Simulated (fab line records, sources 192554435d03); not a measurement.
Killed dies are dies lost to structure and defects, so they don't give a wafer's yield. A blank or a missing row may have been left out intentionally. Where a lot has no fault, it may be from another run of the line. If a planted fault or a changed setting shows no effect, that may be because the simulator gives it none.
fab line records    flow n5Finfet
[record] lots = 9  wafers = 27  lastDay = 17
route steps=1938 shown BEOL_M0_SAQP@675 BEOL_M4@1111
lots that met no fault: from a run of the same line without faults
startH: hours from the record's first day to the start of the lot's first wafer shown    waitH: hours from the lot's prior step to this one    " unchanged from the row above    L1.1+2: several wafers, shown together as one row    - no value, or no start given    * or withheld: withheld    < > ~ a bound
route shown NAME@n: a module of which the file shows steps, and the number in the route of the first    usual: average and standard deviation across the fault-free wafers    same: alike in all rows    chamber/n: place in a boat    sites: each site's reading    _std_site: standard deviation across them    _edge_site: the outer-site mean with the inner-site mean subtracted    radiusMm: for every site, how far away it sits from the centre of the wafer    mask NAME#n: copy n    behind: the tool/chamber that last shaped the wafer    hold: why the lot was held/for how many hours/how that ended    device: transistor that didn't switch, given as n, p or np    end of line: the same wafers' tests at the end of the route    a step with no rows: only its recipe    killed: the dies lost at the first sort to structure and to defects; this is not the yield of the wafer    map: shows each die of a wafer: x if killed, . if not, _ if none is there
set.NAME: setting as actually run; set.NAME@STEP: the setting as run at that earlier step    model.NAME: the simulator's own value behind a step, which no gauge read
steps of the route over a sample of lots; a table a step, a row a wafer
services: when a tool's chamber went out of use (startH, in hours from the record's first day, below 0 if earlier), for how many hours, and the reason
[[steps]]
[step N5_BEOL_M0_SAQP_RECESS_109]
[recipe] chemistry = HF/NH3  target = SiO2  targetDepthA = 30  afsCycles = 1  tempC = 30  sublimationTempC = 180  sublimationTimeS = 60
[usual] drypumpMotorCurrentA = 5.4/0.5  forelinePTorr = 0.1279/0.00061  sublimationTempC = 180.00/0.19
lot.wafer  tool          chamber  startH  waitH  drypumpMotorCurrentA  forelinePTorr  sublimationTempC
L932.1     vaporEtch-01  1        114.74  0.0    6.1                   0.1278         180.23
L932.3     "             1        "       "      6.1                   0.1280         180.00
L932.5     "             1        "       "      6.1                   0.1279         180.11
L933.1     vaporEtch-01  0        125.40  0.3    5.6                   0.1279         180.07
L933.4     "             1        "       "      6.1                   0.1277         180.10
L933.5     "             0        "       "      5.6                   0.1281         179.87
L942.2     vaporEtch-01  0        180.97  0.1    5.6                   0.1279         180.04
L942.3     "             1        "       "      6.1                   0.1284         179.99
L942.4     "             0        "       "      5.6                   0.1280         180.00
L945.2     vaporEtch-02  1        194.77  0.0    4.7                   0.1282         179.72
L945.3     "             1        "       "      4.7                   0.1277         179.97
L945.5     "             1        "       "      4.7                   0.1283         179.96
L948.1     vaporEtch-01  0        214.26  0.0    5.6                   0.1280         179.95
L948.3     "             1        "       "      6.1                   0.1278         180.02
L948.6     "             1        "       "      6.1                   0.1278         179.94
L949.1     vaporEtch-02  1        214.86  0.0    4.7                   0.1277         180.04
L949.2     "             0        "       "      5.2                   0.1290         180.13
L949.4     "             0        "       "      5.2                   0.1267         179.97
L951.2     vaporEtch-01  1        229.82  0.0    6.1                   0.1283         179.93
L951.5     "             0        "       "      5.6                   0.1280         179.82
L951.6     "             1        "       "      6.1                   0.1295         179.80
L952.1     vaporEtch-02  0        236.65  0.0    5.2                   0.1271         179.46
L952.2     "             1        "       "      4.7                   0.1278         180.16
L952.4     "             0        "       "      5.2                   0.1273         179.74
L954.1     vaporEtch-02  0        251.44  0.0    5.1                   0.1276         179.97
L954.2     "             1        "       "      4.7                   0.1282         179.92
L954.6     "             0        "       "      5.1                   0.1286         179.92
[step N5_BEOL_M0_SAQP_MANDREL2_REMOVE_110]
[recipe] chemistry = HBr/Cl2/O2  btTimeS = 10  target = a-Si  stopOn = SiCN  endpoint = OES-SiCl  overEtchFrac = 1  icpW = 600  biasW = 30  HBr_flow_sccm = 150  Cl2_flow_sccm = 80  O2_flow_sccm = 5  pressureMtorr = 10
[usual] chamberPressureMTorr = 10.000/0.0079  drypumpMotorCurrentA = 5.7/0.5  heBacksideLeakSccm = 2.61/0.3  oesProductAu = 0.997/0.0089  throttleValvePct = 36.7/0.37
lot.wafer  tool      chamber  startH  waitH  chamberPressureMTorr  drypumpMotorCurrentA  heBacksideLeakSccm  oesProductAu  rfHoursCounterH  throttleValvePct
L932.1     rieSi-04  0        115.52  0.1    9.997                 5.6                   2.41                0.985         124              36.8
L932.3     "         1        "       "      10.002                5.1                   3.36                0.999         192              36.4
L932.5     "         3        "       "      10.008                4.9                   2.53                0.984         -                37.1
L933.1     rieSi-01  2        126.25  0.1    9.991                 6.0                   2.79                1.002         56               36.9
L933.4     "         1        "       "      10.015                5.5                   2.35                1.002         -                35.8
L933.5     "         2        "       "      9.989                 6.0                   2.74                1.005         -                36.9
L942.2     rieSi-04  2        185.92  0.1    9.995                 5.8                   2.74                1.012         4                36.8
L942.3     "         0        "       "      9.999                 5.6                   2.39                0.987         126              36.8
L942.4     "         2        "       "      10.004                5.8                   2.53                1.013         -                36.8
L945.2     rieSi-01  2        195.55  0.1    9.985                 6.0                   2.79                1.005         57               36.9
L945.3     "         0        "       "      9.992                 5.7                   2.76                1.005         139              36.4
L945.5     "         1        "       "      9.993                 5.5                   2.20                0.996         -                35.8
L948.1     rieSi-01  3        215.04  0.1    10.004                5.7                   2.38                1.006         31               36.9
L948.3     "         0        "       "      9.992                 5.6                   2.86                1.006         139              36.4
L948.6     "         2        "       "      9.990                 6.0                   2.77                1.013         -                36.9
L949.1     rieSi-06  1        215.68  0.1    9.999                 6.7                   2.84                0.991         25               36.9
L949.2     "         3        "       "      10.005                4.9                   2.76                0.976         165              36.9
L949.4     "         0        "       "      10.009                6.2                   2.32                0.991         86               36.7
L951.2     rieSi-01  2        230.60  0.1    10.002                6.0                   2.87                0.994         58               36.9
L951.5     "         2        "       "      10.007                6.0                   2.75                1.005         -                36.9
L951.6     "         1        "       "      10.019                5.5                   2.32                0.990         -                35.8
L952.1     rieSi-04  3        237.55  0.1    9.998                 4.9                   2.38                0.996         56               37.1
L952.2     "         2        "       "      9.998                 5.8                   2.28                1.006         5                36.8
L952.4     "         1        "       "      9.998                 5.1                   3.14                1.010         1                36.0
L954.1     rieSi-04  2        252.53  0.1    9.992                 5.8                   2.61                1.009         5                36.8
L954.2     "         1        "       "      9.993                 5.1                   2.96                1.020         1                36.0
L954.6     "         2        "       "      9.996                 5.8                   2.76                1.003         -                36.8
[step N5_BEOL_M0_SAQP_ETCH_73]
[recipe] chemistry = CF4  target = SiARC  targetDepthA = 195  maskMaterial = CAR-EUV  timeS = 32.5  ionEnergyEv = 80  pressureMtorr = 40  sourceW = 545  biasW = 36  Ar_flow_sccm = 100  cf4FlowSccm = 100  ends = cleared
[usual] chamberPressureMTorr = 40.00/0.036  drypumpMotorCurrentA = 5.8/0.48  etchRfOnTimeS = 32.4/0.62  oesProductAu = 0.63/0.036  rfVppV = 183.9/1.2  showerheadPlenumPTorr = 2.13/0.068  throttleValvePct = 15.65/0.14
lot.wafer  tool        chamber  startH  waitH  chamberPressureMTorr  drypumpMotorCurrentA  etchRfOnTimeS  oesProductAu  rfHoursCounterH  rfVppV  showerheadPlenumPTorr  throttleValvePct
L932.1     rieDiel-02  0        116.11  0.0    39.95                 5.1                   32.7           0.70          81               187.0   2.25                   15.47
L932.3     "           3        "       "      40.02                 6.6                   32.9           0.57          234              186.5   2.20                   15.84
L932.5     "           2        "       "      40.00                 6.1                   33.1           0.64          -                184.2   2.15                   15.53
L933.1     rieDiel-03  3        126.97  0.0    40.00                 5.3                   33.0           0.63          158              182.2   2.05                   15.73
L933.4     "           1        "       "      39.91                 6.5                   32.4           0.63          167              183.0   2.12                   15.68
L933.5     "           2        "       "      39.94                 5.3                   32.6           0.63          -                183.1   2.14                   15.46
L942.2     rieDiel-02  1        186.64  0.0    40.03                 6.2                   33.4           0.64          149              183.6   2.06                   15.53
L942.3     "           2        "       "      40.00                 6.1                   33.3           0.62          162              184.0   2.14                   15.57
L942.4     "           0        "       "      39.98                 5.1                   32.9           0.69          -                185.3   2.25                   15.52
L945.2     rieDiel-03  0        196.16  0.0    39.98                 5.9                   32.2           0.59          240              182.8   2.03                   15.82
L945.3     "           2        "       "      40.02                 5.3                   32.6           0.61          199              183.0   2.13                   15.48
L945.5     "           1        "       "      40.07                 6.5                   32.4           0.62          -                183.7   2.11                   15.70
L948.1     rieDiel-04  1        215.75  0.0    40.00                 6.0                   31.4           0.62          170              185.6   2.22                   15.69
L948.3     "           2        "       "      40.04                 5.4                   31.9           0.64          161              184.3   2.14                   15.68
L948.6     "           1        "       "      40.02                 6.0                   31.6           0.62          -                185.2   2.22                   15.69
L949.1     rieDiel-04  1        216.27  0.0    40.04                 6.0                   31.7           0.62          170              186.3   2.22                   15.69
L949.2     "           2        "       "      40.03                 5.4                   32.1           0.63          162              184.5   2.14                   15.68
L949.4     "           0        "       "      40.00                 6.3                   31.7           0.61          223              182.0   2.04                   16.02
L951.2     rieDiel-03  2        231.32  0.0    39.99                 5.3                   32.2           0.61          210              183.5   2.12                   15.52
L951.5     "           3        "       "      40.03                 5.3                   32.9           0.62          -                182.5   2.04                   15.78
L951.6     "           2        "       "      40.00                 5.3                   32.3           0.61          -                184.1   2.12                   15.52
L952.1     rieDiel-03  2        238.15  0.0    39.98                 5.3                   32.5           0.61          214              183.3   2.12                   15.51
L952.2     "           1        "       "      40.07                 6.5                   32.5           0.61          201              183.8   2.11                   15.73
L952.4     "           1        "       "      39.97                 6.5                   32.4           0.61          -                182.8   2.11                   15.74
L954.1     rieDiel-02  1        253.29  0.0    40.00                 6.1                   33.3           0.63          169              184.5   2.06                   15.58
L954.2     "           0        "       "      39.96                 5.1                   32.9           0.67          123              184.7   2.24                   15.56
L954.6     "           2        "       "      40.01                 6.2                   33.0           0.61          -                184.2   2.14                   15.61
[step N5_BEOL_M0_SAQP_ALD_48]
[recipe] material = SiO2  targetThkA = 200  tempC = 100  aldPrecursorFamily = BDEAS  aldCoReactant = O2-plasma  pulseTimeS = 1  coReactantPulseTimeS = 1  purgeTimeS = 2  coReactantPurgeTimeS = 2  aldCycles = 139  pressureTorr = 2
[usual] aldCycles = 139/0  heaterPowerW = 80/8.4  precursorPulseHeightRel = 1.000/0.019
[same] coReactantPulseTimeS = 1
lot.wafer  tool       chamber  startH  waitH  aldCycles  heaterPowerW  precursorPulseHeightRel
L932.1     aldSin-03  0        116.34  0.0    139        86            1.017
L932.3     "          3        "       "      139        82            1.031
L932.5     "          3        "       "      139        85            0.990
L933.1     aldSin-02  2        127.20  0.0    139        70            0.995
L933.4     "          0        "       "      139        80            0.964
L933.5     "          2        "       "      139        69            0.984
L942.2     aldSin-02  2        186.87  0.0    139        72            1.019
L942.3     "          0        "       "      169        80            1.005
L942.4     "          1        "       "      139        82            1.025
L945.2     aldSin-04  3        196.43  0.1    139        62            0.996
L945.3     "          0        "       "      139        62            1.000
L945.5     "          3        "       "      139        62            1.045
L948.1     aldSin-04  3        216.24  0.3    139        63            0.995
L948.3     "          1        "       "      139        78            1.032
L948.6     "          0        "       "      139        62            0.998
L949.1     aldSin-03  0        216.50  0.0    139        85            1.015
L949.2     "          2        "       "      139        80            1.014
L949.4     "          1        "       "      139        90            1.047
L951.2     aldSin-04  2        231.55  0.0    139        92            1.019
L951.5     "          1        "       "      139        79            0.994
L951.6     "          2        "       "      139        90            1.010
L952.1     aldSin-03  3        238.39  0.0    139        84            0.991
L952.2     "          0        "       "      139        83            0.998
L952.4     "          2        "       "      139        81            1.021
L954.1     aldSin-02  1        253.52  0.0    139        84            1.019
L954.2     "          3        "       "      139        81            1.000
L954.6     "          3        "       "      139        82            1.017
[step N5_BEOL_M4_RC_MEAS_101]
[usual] DIBL_N = 35.8/1.6  DIBL_P = 36.0/2.1  IOFF_N = 0.153/0.026  IOFF_P = 0.21/0.037  ION_N = 673/11  ION_P = 462/7.6  SS_N = 71.4/0.53  SS_P = 73.2/0.67  VT_N = 250/3.2  VT_P = -250/3.7
lot.wafer  tool       chamber  startH  waitH  DIBL_N[mV/V]  DIBL_P[mV/V]  IOFF_N[nA/um]  IOFF_P[nA/um]  ION_N[uA/um]  ION_P[uA/um]  SS_N[mV/dec]  SS_P[mV/dec]  VT_N[mV]  VT_P[mV]
L932.1     prober-02  0        177.41  0.0    35.3          36.1          0.139          0.18           670           453           71.1          73.2          252       -255
L932.3     "          0        "       "      37.4          37.9          0.165          0.20           675           460           71.7          73.4          250       -250
L932.5     "          0        "       "      35.5          35.7          0.137          0.18           673           456           71.6          72.4          253       -252
L933.1     prober-01  0        191.95  0.0    36.7          38.9          0.176          0.28           693           472           71.4          74.1          250       -243
L933.4     "          0        "       "      37.7          40.2          0.201          0.32           682           477           72.1          74.1          246       -240
L933.5     "          0        "       "      35.7          37.7          0.146          0.26           673           470           71.0          73.2          252       -244
L942.2     prober-01  0        245.42  0.2    35.2          36.0          0.160          0.18           670           455           71.9          73.3          251       -252
L942.3     "          0        "       "      37.1          39.2          0.186          0.24           670           452           71.4          74.0          246       -250
L942.4     "          0        "       "      36.0          37.5          0.160          0.22           675           460           71.9          73.7          249       -251
L945.2     prober-02  0        249.67  0.2    38.2          38.4          0.195          0.25           687           470           71.4          74.1          247       -247
L945.3     "          0        "       "      36.9          36.4          0.161          0.22           676           463           71.7          73.1          248       -247
L945.5     "          0        "       "      35.5          36.7          0.151          0.23           679           468           71.4          73.3          249       -247
L949.1     prober-02  0        274.61  0.0    35.1          34.1          0.127          0.16           657           454           71.6          72.5          253       -257
L949.2     "          0        "       "      35.8          34.5          0.131          0.16           661           452           71.3          72.6          254       -257
L949.4     "          0        "       "      32.7          30.9          0.093          0.12           662           448           70.3          71.9          259       -255
L948.1     prober-01  0        275.89  0.0    35.1          36.0          0.145          0.19           665           459           70.7          73.7          251       -252
L948.3     "          0        "       "      35.1          35.8          0.148          0.19           671           458           71.4          72.8          249       -250
L948.6     "          0        "       "      37.1          38.2          0.178          0.22           678           460           72.4          74.1          249       -252
L951.2     prober-02  0        285.42  0.2    33.9          35.1          0.134          0.19           659           463           70.9          73.0          254       -250
L951.5     "          0        "       "      35.2          36.3          0.168          0.23           673           466           71.8          73.2          248       -246
L951.6     "          0        "       "      35.8          37.1          0.181          0.23           680           460           72.2          73.5          249       -246
L952.1     prober-02  0        302.40  0.0    37.5          38.2          0.156          0.21           668           458           71.6          73.6          251       -251
L952.2     "          0        "       "      38.3          39.0          0.157          0.24           672           469           71.8          74.3          252       -250
L952.4     "          0        "       "      38.3          38.8          0.167          0.22           674           458           71.5          73.8          248       -249
L954.1     prober-01  0        306.13  0.0    38.3          36.3          0.182          0.21           675           454           71.5          73.9          248       -251
L954.2     "          0        "       "      34.6          32.5          0.124          0.17           668           456           71.3          72.6          254       -253
L954.6     "          0        "       "      35.0          33.8          0.136          0.18           665           461           71.1          73.1          249       -253
[[services]]
tool          chamber  startH  hours  kind
rieDiel-02    -        104.66  0.8    repair
rieSi-01      -        108.68  2.8    pm
rieSi-06      -        117.12  2.8    pm
rieDiel-04    -        117.44  2.2    repair
rieSi-01      0        119.04  8.5    repair
rieDiel-03    2        119.39  6.6    repair
rieDiel-02    -        126.83  2.8    pm
rieSi-04      3        136.60  6.8    repair
rieSi-06      -        152.44  0.1    repair
rieSi-04      1        161.50  -      clean
rieSi-04      1        161.50  28.3   scheduledDown
rieSi-04      1        161.50  28.3   ventCycle
rieSi-04      -        165.98  2.8    pm
rieSi-06      3        174.94  22.7   repair
aldSin-04     -        176.81  14.0   pm
aldSin-02     -        177.32  6.1    pm
vaporEtch-01  -        203.41  0.4    repair
rieDiel-02    3        210.65  2.9    repair
aldSin-02     3        216.87  14.5   repair
rieDiel-03    0        225.48  -      clean
rieDiel-03    0        225.48  -      consumableReplace:focusRing
aldSin-04     2        244.46  1.8    repair
rieDiel-04    2        248.97  8.5    repair
rieDiel-02    3        249.69  7.0    repair
[[key]]
[firstSign] step = N5_BEOL_M0_SAQP_ALD_48  reading = aldCycles  direction = up  sigmas = 99+  usual = *  struck = *
effect none on later readings
metAt N5_BEOL_M0_SAQP_ALD_48
struckLots L942
struckWafers L942.3
notActingAt N5_BEOL_M0_SAQP_RECESS_109,N5_BEOL_M0_SAQP_MANDREL2_REMOVE_110,N5_BEOL_M0_SAQP_ETCH_73
onsetBetween 127.20 186.87
[fault] kind = processParameterDrift  tool = aldSin-02  chamber = 0  onsetH = 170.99  steps = N5_BEOL_M0_SAQP_ALD_48  channel = aldCycles  offset = *  shape = step  endH = 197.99  actsIn = *  stated = *
